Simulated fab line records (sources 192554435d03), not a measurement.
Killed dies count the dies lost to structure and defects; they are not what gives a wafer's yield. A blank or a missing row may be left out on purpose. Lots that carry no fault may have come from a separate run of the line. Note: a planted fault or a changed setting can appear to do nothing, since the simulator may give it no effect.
fab line records ; flow n5Finfet ; part 1 of 2: steps 1 to 4 of 6
record lots=22; wafers=66; lastDay=19
route steps=1938 shown HKMG_FIN@387 GATE_CUT@473
lots untouched by any fault: they come from a run of this same line in which no faults occurred
startH: the number of hours between the record's first day and the start of the first shown wafer of the lot ; waitH: time in hours since the lot's previous step ; " unchanged from the row above ; L1.1+2: a row that stands for several wafers ; - value missing, or start not given ; * or withheld: withheld ; < > ~ a bound
route shown NAME@n: a module of which the file shows steps, and the number in the route of the first ; usual: the fault-free wafers' mean and standard deviation ; same: alike in all rows ; chamber/n: place in a boat ; sites: per-site readings ; _std_site: the standard deviation of these ; _edge_site: the outer-site mean with the inner-site mean subtracted ; radiusMm: for every site, how far away it sits from the centre of the wafer ; mask NAME#n: copy n ; behind: the last tool/chamber to shape the wafer ; hold: why the lot was held/for how many hours/how that ended ; device: the transistor (n, p or np) that didn't switch ; end of line: the same wafers' tests at the end of the route ; for a step that has no rows: nothing shown but its recipe ; killed: dies lost to structure and defects at the first sort, not the wafer's yield ; map: per-die view of a wafer (x killed, . not killed, _ where there is no die)
set.NAME: the setting the step ran with; set.NAME@STEP: the setting that earlier step ran with ; model.NAME: the simulator's own value behind a step, which no gauge read
steps of the route over a sample of lots; a table a step, a row a wafer
services: from which hour (startH, from the record's first day; less than 0 if before it) a tool's chamber was out of use, for how many hours, and why
## steps
# step N5_HKMG_FIN_HK_ANNEAL_02
# recipe tempC=700; timeS=30; ambient=N2; idleTempC=600; rampUpCPerS=150; rampDownCPerS=60; coolToC=600
# usual lampPowerPct=8.79/0.052; lamp_zone_4_pct=8.795/0.0093; wafer_temp_C_max=702.9/0.67
lot.wafer;tool;chamber;startH;waitH;lampPowerPct;lamp_zone_4_pct;wafer_temp_C_max
L074.1;rtpAnneal-01;0;75.28;0.1;8.78;8.796;703.0
L074.4;rtpAnneal-01;0;75.28;0.1;8.75;8.795;702.2
L074.6;rtpAnneal-01;0;75.28;0.1;8.86;8.780;704.0
L076.3;rtpAnneal-01;0;82.84;0.2;8.79;8.789;702.2
L076.4;rtpAnneal-01;0;82.84;0.2;8.81;8.798;702.8
L076.6;rtpAnneal-01;0;82.84;0.2;8.79;8.802;702.9
L077.4;rtpAnneal-01;0;94.62;0.2;8.81;8.781;702.4
L077.5;rtpAnneal-01;0;94.62;0.2;8.76;8.798;703.3
L077.6;rtpAnneal-01;0;94.62;0.2;8.90;8.790;704.0
L079.2;rtpAnneal-01;0;106.17;0.2;8.74;8.784;703.5
L079.5;rtpAnneal-01;0;106.17;0.2;8.82;8.797;702.5
L079.6;rtpAnneal-01;0;106.17;0.2;8.84;8.792;703.1
L080.1;rtpAnneal-01;0;106.32;0.2;8.84;8.790;702.2
L080.2;rtpAnneal-01;0;106.32;0.2;8.80;8.797;703.5
L080.4;rtpAnneal-01;0;106.32;0.2;8.84;8.785;703.0
L081.3;rtpAnneal-02;0;113.41;0.2;8.76;8.801;702.4
L081.5;rtpAnneal-02;0;113.41;0.2;8.72;8.791;704.1
L081.6;rtpAnneal-02;0;113.41;0.2;8.80;8.788;703.6
L082.1;rtpAnneal-01;0;118.79;0.1;8.82;8.789;704.4
L082.3;rtpAnneal-01;0;118.79;0.1;8.72;8.796;702.6
L082.4;rtpAnneal-01;0;118.79;0.1;8.89;8.782;704.2
L083.1;rtpAnneal-01;0;126.04;0.1;8.78;8.808;702.3
L083.4;rtpAnneal-01;0;126.04;0.1;8.84;8.787;702.0
L083.6;rtpAnneal-01;0;126.04;0.1;8.81;8.798;703.7
L084.1;rtpAnneal-02;0;135.77;0.3;8.78;8.798;702.3
L084.3;rtpAnneal-02;0;135.77;0.3;8.80;8.800;702.8
L084.4;rtpAnneal-02;0;135.77;0.3;8.80;8.783;702.1
L085.2;rtpAnneal-01;0;137.36;0.1;8.75;8.808;702.9
L085.4;rtpAnneal-01;0;137.36;0.1;8.79;8.788;702.9
L085.5;rtpAnneal-01;0;137.36;0.1;8.88;8.791;702.9
L086.1;rtpAnneal-01;0;148.45;0.1;8.82;8.797;703.4
L086.2;rtpAnneal-01;0;148.45;0.1;8.72;8.781;701.7
L086.3;rtpAnneal-01;0;148.45;0.1;8.88;8.793;702.1
L087.2;rtpAnneal-01;0;148.97;0.1;8.96;8.798;703.8
L087.4;rtpAnneal-01;0;148.97;0.1;8.72;8.785;702.3
L087.6;rtpAnneal-01;0;148.97;0.1;8.76;8.765;703.0
L088.1;rtpAnneal-02;0;159.06;0.1;8.76;8.792;702.7
L088.3;rtpAnneal-02;0;159.06;0.1;8.75;8.801;704.7
L088.4;rtpAnneal-02;0;159.06;0.1;8.77;8.797;702.8
L089.1;rtpAnneal-02;0;167.32;0.3;8.87;8.805;702.6
L089.3;rtpAnneal-02;0;167.32;0.3;8.78;8.799;702.9
L089.6;rtpAnneal-02;0;167.32;0.3;8.72;8.797;702.2
L091.1;rtpAnneal-02;0;174.97;0.2;8.75;8.785;703.1
L091.3;rtpAnneal-02;0;174.97;0.2;8.83;8.800;702.6
L091.4;rtpAnneal-02;0;174.97;0.2;8.83;8.793;702.4
L090.1;rtpAnneal-02;0;180.03;0.1;8.87;8.800;703.1
L090.2;rtpAnneal-02;0;180.03;0.1;8.69;8.791;701.8
L090.4;rtpAnneal-02;0;180.03;0.1;8.66;8.795;703.5
L092.2;rtpAnneal-01;0;183.19;0.1;8.86;8.805;701.5
L092.3;rtpAnneal-01;0;183.19;0.1;8.86;8.787;702.8
L092.5;rtpAnneal-01;0;183.19;0.1;8.82;8.776;702.4
L093.1;rtpAnneal-01;0;185.99;0.1;8.81;8.808;703.4
L093.2;rtpAnneal-01;0;185.99;0.1;8.72;8.791;701.9
L093.6;rtpAnneal-01;0;185.99;0.1;8.83;8.789;702.4
L094.2;rtpAnneal-01;0;194.42;0.1;8.84;8.794;702.3
L094.5;rtpAnneal-01;0;194.42;0.1;8.86;8.799;703.9
L094.6;rtpAnneal-01;0;194.42;0.1;8.81;8.798;702.1
L095.1;rtpAnneal-02;0;197.40;0.1;8.76;8.795;703.0
L095.2;rtpAnneal-02;0;197.40;0.1;8.74;8.801;703.9
L095.3;rtpAnneal-02;0;197.40;0.1;8.87;8.791;703.4
L096.1;rtpAnneal-02;0;206.63;0.1;8.73;8.801;703.4
L096.2;rtpAnneal-02;0;206.63;0.1;8.75;8.793;703.1
L096.6;rtpAnneal-02;0;206.63;0.1;8.78;8.810;703.2
L097.1;rtpAnneal-01;0;209.67;0.1;8.81;8.810;703.6
L097.3;rtpAnneal-01;0;209.67;0.1;8.73;8.815;703.0
L097.5;rtpAnneal-01;0;209.67;0.1;8.75;8.779;702.8
# step N5_HKMG_FIN_ALD_75
# recipe material=Al2O3; targetThkA=10; tempC=150; aldPrecursorFamily=TMA; aldCoReactant=H2O; pulseTimeS=withheld; coReactantPulseTimeS=1
# usual heaterPowerW=153/17; precursorPulseHeightRel=0.999/0.02
lot.wafer;tool;chamber;startH;waitH;heaterPowerW;precursorPulseHeightRel
L074.1;aldHk-02;1;75.57;0.0;177;0.950
L074.4;aldHk-02;2;75.57;0.0;159;1.029
L074.6;aldHk-02;1;75.57;0.0;171;0.978
L076.3;aldHk-01;2;83.09;0.0;181;1.006
L076.4;aldHk-01;3;83.09;0.0;166;0.999
L076.6;aldHk-01;3;83.09;0.0;158;0.983
L077.4;aldHk-03;0;94.82;0.0;164;1.008
L077.5;aldHk-03;3;94.82;0.0;124;0.987
L077.6;aldHk-03;0;94.82;0.0;158;1.022
L079.2;aldHk-02;0;106.44;0.0;133;0.991
L079.5;aldHk-02;1;106.44;0.0;172;1.009
L079.6;aldHk-02;0;106.44;0.0;131;1.027
L080.1;aldHk-03;2;106.62;0.0;135;1.002
L080.2;aldHk-03;1;106.62;0.0;148;1.046
L080.4;aldHk-03;0;106.62;0.0;161;0.992
L081.3;aldHk-03;0;113.64;0.0;162;1.016
L081.5;aldHk-03;3;113.64;0.0;127;0.992
L081.6;aldHk-03;0;113.64;0.0;163;0.991
L082.1;aldHk-02;3;119.09;0.0;149;0.980
L082.3;aldHk-02;1;119.09;0.0;173;1.023
L082.4;aldHk-02;0;119.09;0.0;130;0.977
L083.1;aldHk-01;3;126.33;0.0;157;0.999
L083.4;aldHk-01;0;126.33;0.0;170;1.014
L083.6;aldHk-01;2;126.33;0.0;177;0.989
L084.1;aldHk-03;3;136.07;0.0;124;1.023
L084.3;aldHk-03;2;136.07;0.0;137;0.970
L084.4;aldHk-03;0;136.07;0.0;161;0.974
L085.2;aldHk-02;0;137.64;0.0;130;1.011
L085.4;aldHk-02;2;137.64;0.0;161;1.004
L085.5;aldHk-02;0;137.64;0.0;134;1.042
L086.1;aldHk-02;2;148.74;0.0;162;1.000
L086.2;aldHk-02;1;148.74;0.0;175;0.969
L086.3;aldHk-02;0;148.74;0.0;130;0.983
L087.2;aldHk-01;0;149.25;0.0;170;0.980
L087.4;aldHk-01;1;149.25;0.0;144;0.969
L087.6;aldHk-01;3;149.25;0.0;162;1.001
L088.1;aldHk-02;2;159.35;0.0;164;0.989
L088.3;aldHk-02;0;159.35;0.0;130;0.986
L088.4;aldHk-02;3;159.35;0.0;143;0.968
L089.1;aldHk-02;0;167.61;0.0;133;0.988
L089.3;aldHk-02;1;167.61;0.0;175;1.009
L089.6;aldHk-02;1;167.61;0.0;176;1.002
L091.1;aldHk-03;0;175.27;0.0;162;1.019
L091.3;aldHk-03;2;175.27;0.0;143;0.998
L091.4;aldHk-03;3;175.27;0.0;127;0.969
L090.1;aldHk-03;2;180.32;0.0;135;0.999
L090.2;aldHk-03;1;180.32;0.0;149;1.011
L090.4;aldHk-03;0;180.32;0.0;164;1.014
L092.2;aldHk-02;2;183.45;0.0;167;1.041
L092.3;aldHk-02;1;183.45;0.0;173;0.987
L092.5;aldHk-02;2;183.45;0.0;156;0.994
L093.1;aldHk-01;1;186.28;0.0;142;0.971
L093.2;aldHk-01;2;186.28;0.0;175;1.018
L093.6;aldHk-01;3;186.28;0.0;161;0.936
L094.2;aldHk-01;2;194.68;0.0;181;1.031
L094.5;aldHk-01;1;194.68;0.0;139;1.000
L094.6;aldHk-01;0;194.68;0.0;168;1.013
L095.1;aldHk-01;1;197.69;0.0;140;1.013
L095.2;aldHk-01;0;197.69;0.0;173;0.991
L095.3;aldHk-01;2;197.69;0.0;179;0.987
L096.1;aldHk-01;3;206.93;0.0;162;0.985
L096.2;aldHk-01;0;206.93;0.0;173;0.992
L096.6;aldHk-01;0;206.93;0.0;171;1.021
L097.1;aldHk-03;0;209.96;0.0;162;1.004
L097.3;aldHk-03;1;209.96;0.0;147;1.000
L097.5;aldHk-03;1;209.96;0.0;148;1.003
# step N5_HKMG_FIN_STRIP_57
# recipe chemistry=CF4; resist=SiARC; powerW=300; biasPowerW=75; pressureMtorr=50; cf4FlowSccm=150; rfFrequencyHz=6e+07
# usual drypumpMotorCurrentA=5.7/0.61; oesProductAu=0.80/0.074; powerW=300.0/0.89; rfVppV=271.1/1.4; showerheadPlenumPTorr=1.80/0.054; throttleValvePct=13.58/0.28
lot.wafer;tool;chamber;startH;waitH;drypumpMotorCurrentA;oesProductAu;powerW;rfHoursCounterH;rfVppV;showerheadPlenumPTorr;throttleValvePct
L074.1;rieDiel-03;1;76.41;0.0;4.7;0.90;300.2;15;271.1;1.75;13.48
L074.4;rieDiel-03;2;76.41;0.0;5.1;0.89;300.6;-;270.9;1.75;13.32
L074.6;rieDiel-03;1;76.41;0.0;4.7;0.90;300.1;-;271.4;1.75;13.47
L076.3;rieDiel-03;2;83.85;0.0;5.1;0.88;300.2;22;270.9;1.75;13.33
L076.4;rieDiel-03;2;83.85;0.0;5.1;0.88;298.4;-;270.4;1.75;13.33
L076.6;rieDiel-03;0;83.85;0.0;5.7;0.69;302.0;-;270.1;1.71;13.92
L077.4;rieDiel-03;1;95.66;0.0;4.7;0.88;300.3;-;269.5;1.75;13.49
L077.5;rieDiel-03;0;95.66;0.0;5.7;0.69;299.6;-;268.5;1.71;13.94
L077.6;rieDiel-03;2;95.66;0.0;5.1;0.87;299.7;-;269.4;1.74;13.34
L079.2;rieDiel-03;3;107.52;0.0;5.1;0.94;300.0;3;271.5;1.77;13.24
L079.5;rieDiel-03;1;107.52;0.0;4.7;0.86;302.1;-;269.9;1.74;13.50
L079.6;rieDiel-03;0;107.52;0.0;5.7;0.69;300.6;-;268.8;1.71;13.92
L080.1;rieDiel-05;3;107.59;0.0;5.7;0.85;299.8;36;270.4;1.77;13.36
L080.2;rieDiel-05;0;107.59;0.0;5.1;0.90;300.6;17;273.0;1.84;13.31
L080.4;rieDiel-05;1;107.59;0.0;5.5;0.75;299.9;155;273.5;1.87;13.83
L081.3;rieDiel-05;1;114.63;0.0;5.5;0.74;300.4;158;271.8;1.87;13.83
L081.5;rieDiel-05;2;114.63;0.0;6.6;0.87;299.3;-;270.5;1.83;13.24
L081.6;rieDiel-05;0;114.63;0.0;5.1;0.90;299.2;-;272.0;1.84;13.32
L082.1;rieDiel-04;0;120.88;0.0;6.2;0.74;299.3;168;270.0;1.79;13.86
L082.3;rieDiel-04;2;120.88;0.0;4.9;0.71;300.3;220;269.7;1.73;13.81
L082.4;rieDiel-04;0;120.88;0.0;6.2;0.74;299.0;-;269.5;1.79;13.88
L083.1;rieDiel-05;0;127.17;0.0;5.1;0.88;299.6;25;271.3;1.84;13.34
L083.4;rieDiel-05;1;127.17;0.0;5.5;0.75;298.8;163;271.3;1.87;13.84
L083.6;rieDiel-05;3;127.17;0.0;5.7;0.86;298.6;-;271.5;1.76;13.37
L084.1;rieDiel-04;0;137.00;0.0;6.2;0.73;301.7;176;270.8;1.79;13.90
L084.3;rieDiel-04;2;137.00;0.0;4.9;0.70;301.4;228;269.4;1.72;13.83
L084.4;rieDiel-04;3;137.00;0.0;6.2;0.76;301.5;-;270.9;1.87;13.84
L085.2;rieDiel-04;0;138.48;0.0;6.2;0.72;299.3;177;271.7;1.79;13.89
L085.4;rieDiel-04;0;138.48;0.0;6.2;0.72;299.8;-;269.6;1.79;13.92
L085.5;rieDiel-04;2;138.48;0.0;4.9;0.70;298.3;-;269.0;1.72;13.83
L086.1;rieDiel-05;1;149.46;0.0;5.5;0.74;299.1;172;273.2;1.86;13.87
L086.2;rieDiel-05;0;149.46;0.0;5.1;0.88;300.2;33;270.5;1.84;13.35
L086.3;rieDiel-05;2;149.46;0.0;6.6;0.84;299.4;41;272.9;1.82;13.29
L087.2;rieDiel-03;3;149.97;0.0;5.1;0.89;299.5;22;269.2;1.77;13.27
L087.4;rieDiel-03;1;149.97;0.0;4.7;0.84;301.4;-;268.9;1.74;13.56
L087.6;rieDiel-03;3;149.97;0.0;5.1;0.88;299.7;-;271.7;1.77;13.27
L088.1;rieDiel-04;0;160.06;0.0;6.2;0.72;299.5;181;270.5;1.79;13.91
L088.3;rieDiel-04;2;160.06;0.0;4.9;0.69;299.5;238;268.3;1.72;13.84
L088.4;rieDiel-04;3;160.06;0.0;6.2;0.75;299.8;170;273.0;1.87;13.84
L089.1;rieDiel-04;0;168.45;0.0;6.2;0.72;299.5;184;272.1;1.79;13.91
L089.3;rieDiel-04;3;168.45;0.0;6.2;0.75;300.2;173;271.4;1.87;13.86
L089.6;rieDiel-04;3;168.45;0.0;6.2;0.76;299.1;-;274.1;1.87;13.86
L091.1;rieDiel-05;2;176.12;0.0;6.6;0.83;299.3;52;273.0;1.82;13.31
L091.3;rieDiel-05;0;176.12;0.0;5.1;0.86;298.9;42;271.4;1.84;13.37
L091.4;rieDiel-05;3;176.12;0.0;5.7;0.82;300.3;56;268.7;1.76;13.39
L090.1;rieDiel-03;3;181.16;0.0;5.1;0.87;299.7;31;271.3;1.76;13.30
L090.2;rieDiel-03;2;181.16;0.0;5.1;0.82;300.5;60;270.7;1.74;13.42
L090.4;rieDiel-03;0;181.16;0.0;5.7;0.94;299.7;7;273.5;1.91;13.41
L092.2;rieDiel-05;2;184.29;0.0;6.6;0.83;298.9;55;269.9;1.82;13.31
L092.3;rieDiel-05;1;184.29;0.0;5.5;0.72;300.7;185;272.5;1.86;13.90
L092.5;rieDiel-05;2;184.29;0.0;6.6;0.82;298.9;-;272.2;1.82;13.31
L093.1;rieDiel-05;1;186.99;0.0;5.5;0.73;300.9;186;272.3;1.86;13.90
L093.2;rieDiel-05;0;186.99;0.0;5.1;0.85;299.6;46;271.2;1.84;13.37
L093.6;rieDiel-05;2;186.99;0.0;6.6;0.82;300.6;-;271.7;1.82;13.32
L094.2;rieDiel-05;1;195.39;0.0;5.5;0.73;299.1;190;272.9;1.86;13.90
L094.5;rieDiel-05;3;195.39;0.0;5.7;0.82;300.9;-;269.5;1.76;13.40
L094.6;rieDiel-05;0;195.39;0.0;5.1;0.86;299.2;-;271.0;1.84;13.38
L095.1;rieDiel-04;3;198.62;0.0;6.2;0.75;300.1;184;271.8;1.87;13.89
L095.2;rieDiel-04;0;198.62;0.0;6.2;0.71;300.1;194;270.4;1.78;13.95
L095.3;rieDiel-04;1;198.62;0.0;6.3;0.89;299.3;20;272.7;1.82;13.09
L096.1;rieDiel-04;0;207.77;0.0;6.2;0.72;297.5;199;268.6;1.78;13.96
L096.2;rieDiel-04;1;207.77;0.0;6.3;0.88;299.6;24;272.1;1.82;13.08
L096.6;rieDiel-04;0;207.77;0.0;6.2;0.71;298.5;-;272.2;1.78;13.95
L097.1;rieDiel-04;1;210.81;0.0;6.3;0.88;298.8;25;271.5;1.82;13.09
L097.3;rieDiel-04;3;210.81;0.0;6.2;0.74;300.1;189;272.3;1.87;13.89
L097.5;rieDiel-04;1;210.81;0.0;6.3;0.88;299.2;-;271.5;1.82;13.10
# step N5_HKMG_FIN_STRIP_93
# recipe chemistry=N2/H2; material=SOC; timeS=20; powerW=500; tempC=40; pressureMtorr=50; rfFrequencyHz=6e+07; biasPowerW=8; h2Frac=0.5; n2FlowSccm=300; h2FlowSccm=300
# usual drypumpMotorCurrentA=5.7/0.61; oesProductAu=0.82/0.085; powerW=499.9/1.6; rfVppV=54.2/0.82; showerheadPlenumPTorr=3.36/0.1; throttleValvePct=19.1/0.41
lot.wafer;tool;chamber;startH;waitH;drypumpMotorCurrentA;oesProductAu;powerW;rfHoursCounterH;rfVppV;showerheadPlenumPTorr;throttleValvePct
L074.1;rieDiel-03;1;76.85;0.2;4.7;0.92;501.8;16;54.5;3.30;19.8
L074.4;rieDiel-03;2;76.85;0.2;5.1;0.93;501.2;-;54.5;3.32;19.3
L074.6;rieDiel-03;1;76.85;0.2;4.7;0.91;501.7;-;55.6;3.30;19.8
L076.3;rieDiel-03;2;84.30;0.2;5.1;0.91;496.2;22;53.9;3.32;19.3
L076.4;rieDiel-03;2;84.30;0.2;5.1;0.92;497.5;-;52.8;3.32;19.3
L076.6;rieDiel-03;0;84.30;0.2;5.7;0.69;498.9;-;55.4;3.19;19.3
L077.4;rieDiel-03;1;96.13;0.0;4.7;0.88;499.3;-;55.0;3.30;19.8
L077.5;rieDiel-03;0;96.13;0.0;5.7;0.68;500.2;-;52.7;3.19;19.4
L077.6;rieDiel-03;2;96.13;0.0;5.1;0.91;502.2;-;55.0;3.31;19.3
L079.2;rieDiel-03;3;107.97;0.2;5.1;0.96;501.8;3;52.4;3.29;18.7
L079.5;rieDiel-03;1;107.97;0.2;4.7;0.89;499.2;-;54.5;3.29;19.8
L079.6;rieDiel-03;0;107.97;0.2;5.7;0.69;501.1;-;53.5;3.18;19.4
L080.1;rieDiel-05;3;108.04;0.2;5.7;0.88;499.1;36;54.5;3.29;18.7
L080.2;rieDiel-05;0;108.04;0.2;5.1;0.93;498.7;17;54.1;3.45;19.1
L080.4;rieDiel-05;1;108.04;0.2;5.5;0.77;503.0;155;52.7;3.49;19.4
L081.3;rieDiel-05;1;115.08;0.2;5.5;0.76;500.2;159;54.4;3.49;19.4
L081.5;rieDiel-05;2;115.08;0.2;6.6;0.91;503.0;-;54.8;3.42;18.6
L081.6;rieDiel-05;0;115.08;0.2;5.1;0.92;497.4;-;53.4;3.45;19.1
L082.1;rieDiel-04;0;121.32;0.2;6.2;0.75;499.3;169;53.7;3.34;19.4
L082.3;rieDiel-04;2;121.32;0.2;4.9;0.70;498.7;220;54.3;3.17;18.6
L082.4;rieDiel-04;0;121.32;0.2;6.2;0.75;499.3;-;54.9;3.34;19.4
L083.1;rieDiel-05;0;127.61;0.2;5.1;0.91;499.4;25;55.1;3.44;19.2
L083.4;rieDiel-05;1;127.61;0.2;5.5;0.76;499.5;163;54.0;3.49;19.4
L083.6;rieDiel-05;3;127.61;0.2;5.7;0.88;499.0;-;53.7;3.29;18.7
L084.1;rieDiel-04;0;137.44;0.2;6.2;0.73;498.9;176;54.5;3.34;19.4
L084.3;rieDiel-04;2;137.44;0.2;4.9;0.69;498.6;228;52.9;3.17;18.6
L084.4;rieDiel-04;3;137.44;0.2;6.2;0.76;500.4;-;54.1;3.49;19.2
L085.2;rieDiel-04;0;138.92;0.2;6.2;0.73;502.3;177;53.3;3.34;19.4
L085.4;rieDiel-04;0;138.92;0.2;6.2;0.73;500.8;-;53.8;3.34;19.4
L085.5;rieDiel-04;2;138.92;0.2;4.9;0.69;500.1;-;54.3;3.16;18.7
L086.1;rieDiel-05;1;149.90;0.2;5.5;0.75;500.4;172;54.5;3.48;19.4
L086.2;rieDiel-05;0;149.90;0.2;5.1;0.88;500.1;33;55.0;3.44;19.2
L086.3;rieDiel-05;2;149.90;0.2;6.6;0.87;500.8;42;55.0;3.42;18.7
L087.2;rieDiel-03;3;150.42;0.2;5.1;0.89;500.5;22;53.4;3.28;18.7
L087.4;rieDiel-03;1;150.42;0.2;4.7;0.84;498.7;-;53.8;3.28;19.8
L087.6;rieDiel-03;3;150.42;0.2;5.1;0.89;498.6;-;54.6;3.28;18.7
L088.1;rieDiel-04;0;160.51;0.2;6.2;0.73;499.4;181;54.7;3.34;19.4
L088.3;rieDiel-04;2;160.51;0.2;4.9;0.67;498.8;238;52.8;3.16;18.7
L088.4;rieDiel-04;3;160.51;0.2;6.2;0.75;502.2;170;54.4;3.49;19.3
L089.1;rieDiel-04;0;168.90;0.2;6.2;0.73;497.8;184;54.7;3.33;19.4
L089.3;rieDiel-04;3;168.90;0.2;6.2;0.76;501.5;173;54.7;3.48;19.3
L089.6;rieDiel-04;3;168.90;0.2;6.2;0.75;503.7;-;55.1;3.48;19.2
L091.1;rieDiel-05;2;176.56;0.2;6.7;0.86;499.6;52;56.4;3.41;18.7
L091.3;rieDiel-05;0;176.56;0.2;5.1;0.87;499.2;42;55.7;3.43;19.2
L091.4;rieDiel-05;3;176.56;0.2;5.7;0.85;501.0;56;54.5;3.28;18.7
L090.1;rieDiel-03;3;181.60;0.2;5.1;0.87;500.4;32;53.2;3.27;18.7
L090.2;rieDiel-03;2;181.60;0.2;5.1;0.86;501.7;61;53.2;3.30;19.4
L090.4;rieDiel-03;0;181.60;0.2;5.7;0.98;499.4;7;54.3;3.58;19.0
L092.2;rieDiel-05;2;184.74;0.2;6.6;0.86;500.4;55;54.7;3.41;18.7
L092.3;rieDiel-05;1;184.74;0.2;5.5;0.74;496.6;185;54.6;3.48;19.4
L092.5;rieDiel-05;2;184.74;0.2;6.6;0.85;504.2;-;54.1;3.41;18.7
L093.1;rieDiel-05;1;187.44;0.2;5.5;0.74;500.3;186;54.5;3.48;19.4
L093.2;rieDiel-05;0;187.44;0.2;5.1;0.87;499.2;46;54.7;3.43;19.2
L093.6;rieDiel-05;2;187.44;0.2;6.6;0.86;500.2;-;54.4;3.41;18.7
L094.2;rieDiel-05;1;195.84;0.2;5.5;0.74;499.9;190;53.6;3.47;19.4
L094.5;rieDiel-05;3;195.84;0.2;5.7;0.84;497.3;-;53.8;3.27;18.7
L094.6;rieDiel-05;0;195.84;0.2;5.1;0.86;497.6;-;54.4;3.43;19.2
L095.1;rieDiel-04;3;199.07;0.2;6.2;0.74;498.5;184;54.1;3.48;19.3
L095.2;rieDiel-04;0;199.07;0.2;6.2;0.72;500.0;195;54.8;3.33;19.5
L095.3;rieDiel-04;1;199.07;0.2;6.3;0.90;499.6;20;52.3;3.44;18.3
L096.1;rieDiel-04;0;208.21;0.2;6.2;0.71;499.1;199;54.3;3.33;19.5
L096.2;rieDiel-04;1;208.21;0.2;6.3;0.90;499.1;25;52.4;3.43;18.3
L096.6;rieDiel-04;0;208.21;0.2;6.2;0.72;498.3;-;53.3;3.33;19.5
L097.1;rieDiel-04;1;211.25;0.2;6.2;0.90;502.8;26;54.7;3.43;18.3
L097.3;rieDiel-04;3;211.25;0.2;6.2;0.73;501.8;189;55.0;3.48;19.3
L097.5;rieDiel-04;1;211.25;0.2;6.3;0.89;500.1;-;54.6;3.43;18.3
